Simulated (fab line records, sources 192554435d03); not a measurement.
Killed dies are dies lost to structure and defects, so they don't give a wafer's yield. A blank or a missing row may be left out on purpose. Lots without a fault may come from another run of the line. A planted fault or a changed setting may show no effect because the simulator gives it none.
fab line records | flow n5_finfet | part 1 of 2: steps 1 to 26 of 33
record lots=5 wafers=15 last_day=18
route steps=1938 shown BEOL_M12@1642 BEOL_M13@1659
lots that met no fault: from a run of the same line without faults
start_h: hours from the record's first day to the start of the lot's first wafer shown | wait_h: hours since the lot's step before | " the same as in the row above | L1.1+2: a row that stands for several wafers | - no value, or no start given | * or withheld: withheld | < > ~ a bound
route shown NAME@n: a module of which the file shows steps, and the number in the route of the first | usual: mean/standard deviation of fault-free wafers | same: alike in all rows | chamber/n: place in a boat | sites: the reading at each site | _std_site: their standard deviation | _edge_site: outer sites' mean less inner sites' | radius_mm: how far each site lies from the wafer's centre | mask NAME#n: copy n | behind: the tool/chamber that last shaped the wafer | hold: why the lot was held/for how many hours/how that ended | device: the transistor (n, p or np) that didn't switch | end of line: the same wafers' tests at the end of the route | a step without rows: its recipe alone | killed: dies lost to structure and defects at the first sort, not the wafer's yield | map: a wafer's dies, x killed, . not, _ none there
set.NAME: the setting as run; set.NAME@STEP: as run at that earlier step | model.NAME: the simulator's own value behind a step, which no gauge read
lots at some steps of the route; a table a step, a row a wafer
services: from which hour (start_h, from the record's first day; less than 0 if before it) a tool's chamber was out of use, for how many hours, and why
## steps
# step N5_BEOL_M12_STRIP_37
# recipe chemistry=N2/H2 power_w=1000 temp_c=250 h2_frac=0.65 overash_fraction=0.3 pressure_mtorr=withheld n2_flow_sccm=1750 h2_flow_sccm=3250
# usual drypump_motor_current_A=5.8/0.4 heater_power_w=354/45 oes_product_au=0.788/0.0097
# columns lot.wafer tool chamber start_h wait_h drypump_motor_current_A heater_power_w oes_product_au rf_hours_counter_h
L086.2 plasma_asher-01 0 325.65 0.0 5.7 292 0.769 136
L086.4 " 1 " " 6.0 346 0.787 -
L086.5 " 0 " " 5.7 293 0.784 -
L087.2 plasma_asher-01 0 343.14 0.0 5.7 294 0.797 141
L087.4 " 1 " " 6.0 339 0.789 -
L087.5 " 0 " " 5.7 291 0.786 -
L089.1 plasma_asher-02 1 350.48 0.0 5.2 396 0.786 93
L089.5 " 1 " " 5.2 405 0.783 -
L089.6 " 0 " " 6.3 400 0.786 -
L093.3 plasma_asher-01 0 379.59 0.1 5.7 288 0.787 -
L093.5 " 0 " " 5.7 290 0.798 -
L093.6 " 1 " " 6.0 346 0.780 -
L096.1 plasma_asher-02 0 395.94 0.0 6.3 399 0.789 103
L096.5 " 1 " " 5.2 388 0.796 -
L096.6 " 0 " " 6.3 413 0.785 -
# step N5_BEOL_M12_ETCH_38
# recipe chemistry=CF4/N2 target=SiCN target_depth_a=687 taper_deg=2 time_s=73.4 ion_energy_ev=150 mask_material=SiO2 pressure_mtorr=40 source_w=430 bias_w=70 Ar_flow_sccm=100 cf4_flow_sccm=60 n2_flow_sccm=60
# usual drypump_motor_current_A=5.6/0.5 oes_product_au=0.77/0.07 rf_vpp_V=383.3/1.8 showerhead_plenum_p_Torr=2.25/0.068 throttle_valve_pct=15.57/0.16
# columns lot.wafer tool chamber start_h wait_h drypump_motor_current_A oes_product_au rf_hours_counter_h rf_vpp_V showerhead_plenum_p_Torr throttle_valve_pct
L086.2 rie_diel-03 0 326.04 - 5.6 0.72 198 383.6 2.28 15.56
L086.4 " 1 " " 5.2 0.74 167 382.3 2.20 15.54
L086.5 " 0 " " 5.7 0.72 - 384.2 2.28 15.56
L087.2 rie_diel-03 3 345.94 - 6.3 0.91 41 385.1 2.35 15.47
L087.4 " 3 " " 6.3 0.92 - 386.0 2.35 15.46
L087.5 " 0 " " 5.6 0.71 - 384.0 2.27 15.58
L089.1 rie_diel-01 1 352.64 - 5.2 0.79 104 381.1 2.22 15.43
L089.5 " 0 " " 6.3 0.74 - 383.3 2.21 15.38
L089.6 " 1 " " 5.2 0.79 - 382.2 2.22 15.42
L093.3 rie_diel-01 2 379.65 - 5.0 0.68 247 382.0 2.25 15.84
L093.5 " 0 " " 6.4 0.74 - 383.0 2.21 15.41
L093.6 " 2 " " 5.0 0.69 - 384.2 2.25 15.84
L096.1 rie_diel-03 0 396.36 - 5.7 0.70 224 383.7 2.27 15.62
L096.5 " 0 " " 5.7 0.71 - 384.1 2.27 15.61
L096.6 " 3 " " 6.3 0.88 - 384.6 2.35 15.51
# step N5_BEOL_M12_PRECLEAN_39
# recipe chemistry=residue_remover time_s=60 temp_c=40
# columns lot.wafer tool chamber start_h wait_h
L086.2+4+5 wet_bench-02 4,5,6 326.17 0.1
L087.2+4+5 wet_bench-02 3,2,1 346.07 0.1
L089.1+5+6 wet_bench-06 2,7,4 352.77 0.1
L093.3+5+6 wet_bench-01 0,7,1 379.78 0.1
L096.1+5+6 wet_bench-01 5,7,4 396.49 0.1
# step N5_BEOL_M12_SRD_40
# recipe time_s=30 temp_c=23 rinse_liquid=diw dry=n2_spin spin_rpm=1500 dry_time_s=30
# columns lot.wafer tool chamber start_h wait_h
L086.2+4+5 wet_bench-02 4,5,6 326.19 0.0
L087.2+4+5 wet_bench-02 3,2,1 346.09 0.0
L089.1+5+6 wet_bench-06 2,7,4 352.79 0.0
L093.3+5+6 wet_bench-01 0,7,1 379.80 0.0
L096.1+5+6 wet_bench-01 5,7,4 396.51 0.0
# step N5_BEOL_M12_DEGAS_41
# recipe ambient=vacuum temp_c=250 time_s=60
# usual heater_power_w=317/23
# columns lot.wafer tool chamber start_h wait_h heater_power_w
L086.2 pvd_sputter-03 - 326.56 0.4 296
L086.4 " - " " 316
L086.5 " - " " 320
L087.2 pvd_sputter-01 - 346.15 0.0 322
L087.4 " - " " 316
L087.5 " - " " 324
L089.1 pvd_sputter-01 - 352.84 0.0 337
L089.5 " - " " 313
L089.6 " - " " 317
L093.3 pvd_sputter-01 - 380.18 0.4 324
L093.5 " - " " 324
L093.6 " - " " 338
L096.1 pvd_sputter-02 - 396.75 0.2 385
L096.5 " - " " 368
L096.6 " - " " 385
# step N5_BEOL_M12_PRE_CLEAN_42
# recipe gas=H2/He time_s=30 temp_c=250
# usual heater_power_w=317/22
# columns lot.wafer tool chamber start_h wait_h heater_power_w
L086.2 pvd_sputter-03 - 326.60 0.0 293
L086.4 " - " " 326
L086.5 " - " " 337
L087.2 pvd_sputter-01 - 346.19 0.0 317
L087.4 " - " " 327
L087.5 " - " " 316
L089.1 pvd_sputter-01 - 352.88 0.0 331
L089.5 " - " " 313
L089.6 " - " " 320
L093.3 pvd_sputter-01 - 380.22 0.0 315
L093.5 " - " " 329
L093.6 " - " " 326
L096.1 pvd_sputter-02 - 396.79 0.0 375
L096.5 " - " " 369
L096.6 " - " " 382
# step N5_BEOL_M12_SPUTTER_43
# recipe material=TaN target_thk_a=150 temp_c=50 bias_v=168.6 power_w=15000 chamber_pressure_pa=0.12 time_s=24.19
# usual throttle_valve_pct=30.0/0.99
# columns lot.wafer tool chamber start_h wait_h throttle_valve_pct
L086.2 pvd_sputter-03 - 326.64 0.0 30.3
L086.4 " - " " 29.9
L086.5 " - " " 28.6
L087.2 pvd_sputter-01 - 346.23 0.0 29.3
L087.4 " - " " 31.7
L087.5 " - " " 31.9
L089.1 pvd_sputter-01 - 352.92 0.0 30.6
L089.5 " - " " 31.0
L089.6 " - " " 29.2
L093.3 pvd_sputter-01 - 380.26 0.0 31.8
L093.5 " - " " 31.7
L093.6 " - " " 30.5
L096.1 pvd_sputter-02 - 396.83 0.0 28.6
L096.5 " - " " 28.2
L096.6 " - " " 28.8
# step N5_BEOL_M12_SPUTTER_44
# recipe material=Ta target_thk_a=100 temp_c=50 bias_v=80 power_w=15000 chamber_pressure_pa=0.07 time_s=16.13
# usual throttle_valve_pct=30.0/1
# columns lot.wafer tool chamber start_h wait_h throttle_valve_pct
L086.2 pvd_sputter-03 - 326.72 0.0 30.6
L086.4 " - " " 29.8
L086.5 " - " " 28.7
L087.2 pvd_sputter-01 - 346.31 0.0 29.4
L087.4 " - " " 31.7
L087.5 " - " " 31.6
L089.1 pvd_sputter-01 - 353.00 0.0 30.8
L089.5 " - " " 30.8
L089.6 " - " " 29.3
L093.3 pvd_sputter-01 - 380.34 0.0 31.5
L093.5 " - " " 31.9
L093.6 " - " " 30.5
L096.1 pvd_sputter-02 - 396.91 0.0 28.9
L096.5 " - " " 27.8
L096.6 " - " " 29.0
# step N5_BEOL_M12_SPUTTER_45
# recipe material=Cu target_thk_a=800 temp_c=-20 bias_v=60 power_w=26000 chamber_pressure_pa=0.13 time_s=13.33
# usual throttle_valve_pct=30.0/1
# columns lot.wafer tool chamber start_h wait_h throttle_valve_pct
L086.2 pvd_sputter-03 - 326.80 0.0 30.3
L086.4 " - " " 29.7
L086.5 " - " " 28.6
L087.2 pvd_sputter-01 - 346.39 0.0 29.4
L087.4 " - " " 31.8
L087.5 " - " " 31.8
L089.1 pvd_sputter-01 - 353.08 0.0 30.6
L089.5 " - " " 30.8
L089.6 " - " " 29.0
L093.3 pvd_sputter-01 - 380.42 0.0 31.5
L093.5 " - " " 31.9
L093.6 " - " " 30.7
L096.1 pvd_sputter-02 - 396.99 0.0 28.7
L096.5 " - " " 27.9
L096.6 " - " " 28.9
# step N5_BEOL_M12_ECD_47
# recipe material=Cu target_thk_a=7200
# columns lot.wafer tool chamber start_h wait_h
L086.2+4+5 ecd_cu-01 0,0,1 326.92 0.1
L087.2+4+5 ecd_cu-02 1 346.51 0.1
L089.1+5+6 ecd_cu-02 1,0,1 353.20 0.1
L093.3+5+6 ecd_cu-01 0,1,0 380.57 0.1
L096.1+5+6 ecd_cu-01 0,0,1 397.10 0.1
# step N5_BEOL_M12_ANNEAL_48
# recipe temp_c=225 time_s=90 ambient=N2
# usual wafer_temp_C_max=225.95/0.24
# columns lot.wafer tool chamber start_h wait_h wafer_temp_C_max
L086.2 rtp_anneal-02 0 327.11 0.1 225.73
L086.4 " 0 " " 225.76
L086.5 " 0 " " 226.14
L087.2 rtp_anneal-02 0 346.70 0.1 225.58
L087.4 " 0 " " 226.08
L087.5 " 0 " " 225.98
L089.1 rtp_anneal-02 0 353.34 0.1 225.76
L089.5 " 0 " " 225.75
L089.6 " 0 " " 225.73
L093.3 rtp_anneal-01 0 380.77 0.2 225.84
L093.5 " 0 " " 225.96
L093.6 " 0 " " 225.91
L096.1 rtp_anneal-01 0 397.30 0.2 225.88
L096.5 " 0 " " 226.30
L096.6 " 0 " " 225.87
# step N5_BEOL_M12_CMP_49
# recipe stop_on=SiOC t_overpolish_s=20.6 down_force_psi=1 platen_rpm=50 clearing_platen_down_force_psi=1.5 clearing_platen_rpm=50 post_cmp_clean=cu_alkaline target_thk_nm=320 clearing_platen_pad_velocity_m_s=0.99484 pad_velocity_m_s=0.99484
# usual barrier_field_endpoint_s=30.4/0.88 motor_current_A=6.0/0.45 overpolish_run_s=20.599/0.0097 pad_life_wafers=886/630
# same t_overpolish_s=20.6
# columns lot.wafer tool chamber start_h wait_h barrier_field_endpoint_s motor_current_A overpolish_run_s pad_life_wafers
L086.2 cmp-03 3 327.36 0.2 30.1 5.6 20.610 138
L086.4 " 0 " " 32.3 5.6 20.599 139
L086.5 " 0 " " 31.8 5.3 20.601 -
L087.4 cmp-01 1 347.04 0.2 30.9 5.8 20.580 661
L087.2 " 2 " " 30.4 5.5 20.625 662
L087.5 " 0 " " 30.6 6.5 20.590 -
L089.1 cmp-03 2 353.67 0.3 31.2 5.8 20.607 343
L089.6 " 1 " " 32.1 5.9 20.590 -
L089.5 " 2 " " 31.1 6.0 20.588 -
L093.3 cmp-04 1 381.01 0.2 32.7 6.3 20.606 1309
L093.5 " 0 " " 31.4 6.8 20.600 -
L093.6 " 1 " " 32.8 6.3 20.594 -
L096.1 cmp-01 0 397.67 0.3 30.2 6.1 20.581 1064
L096.5 " 2 " " 31.0 5.4 20.607 -
L096.6 " 3 " " 30.0 6.9 20.584 -
# step N5_BEOL_M12_THK_MEAS_50
# recipe thk_meas_gauge=xrf reads=Cu_of_BEOL_M12_ECD_47
# usual M12_THK=318/6
# columns lot.wafer tool chamber start_h wait_h M12_THK[nm]
L086.2 film_metro-02 - 327.66 - 320
L086.4 " - " " 319
L086.5 " - " " 315
L087.2 film_metro-01 - 347.29 - 312
L087.4 " - " " 319
L087.5 " - " " 318
L089.1 film_metro-02 - 353.93 - 333
L089.5 " - " " 324
L089.6 " - " " 322
L093.3 film_metro-02 - 381.27 - 330
L093.5 " - " " 324
L093.6 " - " " 335
L096.1 film_metro-02 - 397.89 - 322
L096.5 " - " " 313
L096.6 " - " " 311
# step N5_BEOL_M12_PRE_CLEAN_52
# recipe gas=NH3 time_s=15 temp_c=withheld rf_power_w=300
# columns lot.wafer tool chamber start_h wait_h
L086.2+4+5 pecvd-01 2,0,2 327.69 0.0
L087.2+4+5 pecvd-03 0,0,1 347.33 0.0
L089.1+5+6 pecvd-03 2,2,1 353.97 0.0
L093.3+5+6 pecvd-02 0,0,2 381.31 0.0
L096.1+5+6 pecvd-02 2,0,1 397.93 0.0
# step N5_BEOL_M12_DEP_53
# recipe material=SiCN target_thk_a=300 temp_c=withheld precursor=3MS/NH3 pressure_torr=3 rf_w=675 time_s=10.5
# usual showerhead_plenum_p_Torr=4.160/0.017 throttle_valve_pct=17.8/0.59
# columns lot.wafer tool chamber start_h wait_h showerhead_plenum_p_Torr throttle_valve_pct
L086.2 pecvd-01 2 327.73 0.0 4.143 18.3
L086.4 " 0 " " 4.193 18.4
L086.5 " 2 " " 4.151 18.1
L087.2 pecvd-03 0 347.36 0.0 4.152 16.9
L087.4 " 0 " " 4.158 17.2
L087.5 " 1 " " 4.160 17.6
L089.1 pecvd-03 2 353.99 0.0 4.170 17.5
L089.5 " 2 " " 4.161 17.0
L089.6 " 1 " " 4.167 17.8
L093.3 pecvd-02 0 381.33 0.0 4.160 17.5
L093.5 " 0 " " 4.168 17.3
L093.6 " 2 " " 4.168 17.2
L096.1 pecvd-02 2 397.95 0.0 4.167 17.3
L096.5 " 0 " " 4.163 17.8
L096.6 " 1 " " 4.162 18.3
# step N5_BEOL_M12_RS_MEAS_54
# recipe thk_meas_gauge=four-point-probe reads=Cu_of_BEOL_M12_ECD_47+Ta_of_BEOL_M12_SPUTTER_44+TaN_of_BEOL_M12_SPUTTER_43
# usual M12_RS=0.0605/0.001
# columns lot.wafer tool chamber start_h wait_h M12_RS[ohm/sq]
L086.2 film_metro-02 - 327.81 0.1 0.0605
L086.4 " - " " 0.0606
L086.5 " - " " 0.0614
L087.2 film_metro-02 - 347.42 0.0 0.0605
L087.4 " - " " 0.0595
L087.5 " - " " 0.0598
L089.1 film_metro-01 - 354.06 0.0 0.0588
L089.5 " - " " 0.0605
L089.6 " - " " 0.0606
L093.3 film_metro-01 - 381.40 0.0 0.0590
L093.5 " - " " 0.0605
L093.6 " - " " 0.0583
L096.1 film_metro-01 - 398.02 0.0 0.0599
L096.5 " - " " 0.0619
L096.6 " - " " 0.0626
# step N5_BEOL_M12_INSPECT_55
# recipe inspect_instrument=darkfield mode=post_dep
# usual raw_defect_count=68/22
# columns lot.wafer tool chamber start_h wait_h raw_defect_count
L086.2 defect_inspect-01 - 327.84 0.0 77
L086.4 " - " " 59
L086.5 " - " " 85
L087.2 defect_inspect-01 - 347.45 0.0 70
L087.4 " - " " 53
L087.5 " - " " 94
L089.1 defect_inspect-01 - 354.08 0.0 101
L089.5 " - " " 60
L089.6 " - " " 95
L093.3 defect_inspect-01 - 381.42 0.0 117
L093.5 " - " " 84
L093.6 " - " " 54
L096.1 defect_inspect-01 - 398.04 0.0 56
L096.5 " - " " 91
L096.6 " - " " 53
# step N5_BEOL_M13_ILD_DEP_00
# recipe material=SiOC target_thk_a=8379.2 temp_c=350 precursor=DEMS/O2 pressure_torr=5 rf_w=500 time_s=166.4
# usual heater_power_outer_w=248/48 heater_power_w=473/75 showerhead_plenum_p_Torr=5.699/0.015 throttle_valve_pct=12.3/0.77
# columns lot.wafer tool chamber start_h wait_h heater_power_outer_w heater_power_w showerhead_plenum_p_Torr throttle_valve_pct
L086.2 pecvd-02 1 327.87 0.0 245 533 5.703 12.1
L086.4 " 0 " " 236 444 5.708 11.7
L086.5 " 1 " " 271 550 5.687 12.4
L087.2 pecvd-04 1 347.48 0.0 220 400 5.708 14.1
L087.4 " 2 " " 294 536 5.682 12.2
L087.5 " 1 " " 242 426 5.717 14.0
L089.1 pecvd-04 1 354.12 0.0 226 410 5.719 14.0
L089.5 " 2 " " 324 576 5.693 12.4
L089.6 " 1 " " 240 429 5.718 14.0
L093.3 pecvd-04 2 381.46 0.0 266 489 5.685 12.4
L093.5 " 1 " " 250 441 5.726 13.8
L093.6 " 0 " " 221 412 5.690 12.0
L096.1 pecvd-01 1 398.08 0.0 264 500 5.679 12.3
L096.5 " 1 " " 288 537 5.685 12.3
L096.6 " 0 " " 291 532 5.727 12.2
# step N5_BEOL_M13_THK_MEAS_01
# recipe reads=SiOC_of_BEOL_M13_ILD_DEP_00
# usual M13_ILD_THK=841/11
# columns lot.wafer tool chamber start_h wait_h M13_ILD_THK[nm]
L086.2 film_metro-02 - 328.02 0.1 833
L086.4 " - " " 830
L086.5 " - " " 852
L087.2 film_metro-02 - 347.63 0.1 845
L087.4 " - " " 842
L087.5 " - " " 857
L089.1 film_metro-01 - 354.27 0.1 839
L089.5 " - " " 850
L089.6 " - " " 854
L093.3 film_metro-02 - 381.61 0.1 846
L093.5 " - " " 849
L093.6 " - " " 861
L096.1 film_metro-02 - 398.23 0.1 837
L096.5 " - " " 851
L096.6 " - " " 841
# step N5_BEOL_M13_COAT_58
# recipe resist=BARC temp_c=205 time_s=60 spin_rpm=1500 resist_thk_nm=89
# usual plate_temp_C=205.03/0.16
# columns lot.wafer tool chamber start_h wait_h plate_temp_C
L086.2 litho_track-02 0 328.06 0.0 205.13
L086.4 " 0 " " 205.29
L086.5 " 0 " " 204.86
L087.2 litho_track-01 0 347.67 0.0 204.96
L087.4 " 0 " " 205.15
L087.5 " 0 " " 205.03
L089.1 litho_track-01 0 354.30 0.0 204.72
L089.5 " 0 " " 204.95
L089.6 " 0 " " 204.89
L093.3 litho_track-01 0 381.64 0.0 205.01
L093.5 " 0 " " 205.14
L093.6 " 0 " " 205.02
L096.1 litho_track-03 0 398.26 0.0 204.71
L096.5 " 0 " " 204.88
L096.6 " 0 " " 204.77
# step N5_BEOL_M13_COAT_04
# recipe spin_rpm=1625 resist_thk_nm=400
# columns lot.wafer tool chamber start_h wait_h
L086.2+4+5 litho_track-02 0 - -
L087.2+4+5 litho_track-01 0 - -
L089.1+5+6 litho_track-01 0 - -
L093.3+5+6 litho_track-01 0 - -
L096.1+5+6 litho_track-03 0 - -
# step N5_BEOL_M13_EBR_06
# recipe solvent=PGMEA ebr_width_mm=1.5
# columns lot.wafer tool chamber start_h wait_h
L086.2+4+5 litho_track-02 0 - -
L087.2+4+5 litho_track-01 0 - -
L089.1+5+6 litho_track-01 0 - -
L093.3+5+6 litho_track-01 0 - -
L096.1+5+6 litho_track-03 0 - -
# step N5_BEOL_M13_SOFTBAKE_05
# recipe temp_c=130 time_s=60
# usual plate_temp_C=130.02/0.15
# columns lot.wafer tool chamber start_h wait_h plate_temp_C
L086.2 litho_track-02 0 - - 130.11
L086.4 " 0 " " 130.32
L086.5 " 0 " " 130.03
L087.2 litho_track-01 0 - - 129.98
L087.4 " 0 " " 130.06
L087.5 " 0 " " 129.84
L089.1 litho_track-01 0 - - 130.00
L089.5 " 0 " " 129.57
L089.6 " 0 " " 129.96
L093.3 litho_track-01 0 - - 129.69
L093.5 " 0 " " 130.06
L093.6 " 0 " " 130.06
L096.1 litho_track-03 0 - - 130.09
L096.5 " 0 " " 130.10
L096.6 " 0 " " 130.19
# step N5_BEOL_M13_EXPOSE_07
# recipe mask_id=V12 na=0.93 source_shape=conventional sigma_outer=0.6 polarization=unpolarized attpsm_phase_deg=180 dose_mj=24.8
# usual reticle_temp_C=22.99/0.11
# columns lot.wafer tool chamber start_h wait_h mask reticle_temp_C
L086.2 krf_scanner-01 0 328.16 - V12#0 23.17
L086.4 " 0 " " V12#0 23.01
L086.5 " 0 " " V12#0 23.20
L087.2 krf_scanner-02 0 347.90 - V12#0 22.93
L087.4 " 0 " " V12#0 23.02
L087.5 " 0 " " V12#0 23.02
L089.1 krf_scanner-02 0 354.53 - V12#0 23.02
L089.5 " 0 " " V12#0 22.98
L089.6 " 0 " " V12#0 22.90
L093.3 krf_scanner-02 0 381.75 - V12#0 22.83
L093.5 " 0 " " V12#0 23.02
L093.6 " 0 " " V12#0 22.87
L096.1 krf_scanner-02 0 398.36 - V12#0 23.00
L096.5 " 0 " " V12#0 22.86
L096.6 " 0 " " V12#0 22.93
# step N5_BEOL_M13_PEB_08
# recipe peb_temp_c=130 peb_time_s=90
# usual plate_temp_C=130.00/0.14
# columns lot.wafer tool chamber start_h wait_h plate_temp_C
L086.2 litho_track-03 0 328.21 0.0 130.04
L086.4 " 0 " " 130.08
L086.5 " 0 " " 130.00
L087.2 litho_track-02 0 347.95 0.0 130.14
L087.4 " 0 " " 130.18
L087.5 " 0 " " 130.18
L089.1 litho_track-01 0 354.58 0.1 129.86
L089.5 " 0 " " 130.04
L089.6 " 0 " " 130.02
L093.3 litho_track-02 0 381.80 0.0 129.99
L093.5 " 0 " " 130.12
L093.6 " 0 " " 129.95
L096.1 litho_track-01 0 398.42 0.1 129.84
L096.5 " 0 " " 129.98
L096.6 " 0 " " 130.04
# step N5_BEOL_M13_DEVELOP_09
# recipe develop_time_s=45 rinse_liquid=diw dry=air_spin dev_temp_c=21
# same develop_time_s=45
# columns lot.wafer tool chamber start_h wait_h
L086.2+4+5 litho_track-03 0 - -
L087.2+4+5 litho_track-02 0 - -
L089.1+5+6 litho_track-01 0 - -
L093.3+5+6 litho_track-02 0 - -
L096.1+5+6 litho_track-01 0 - -
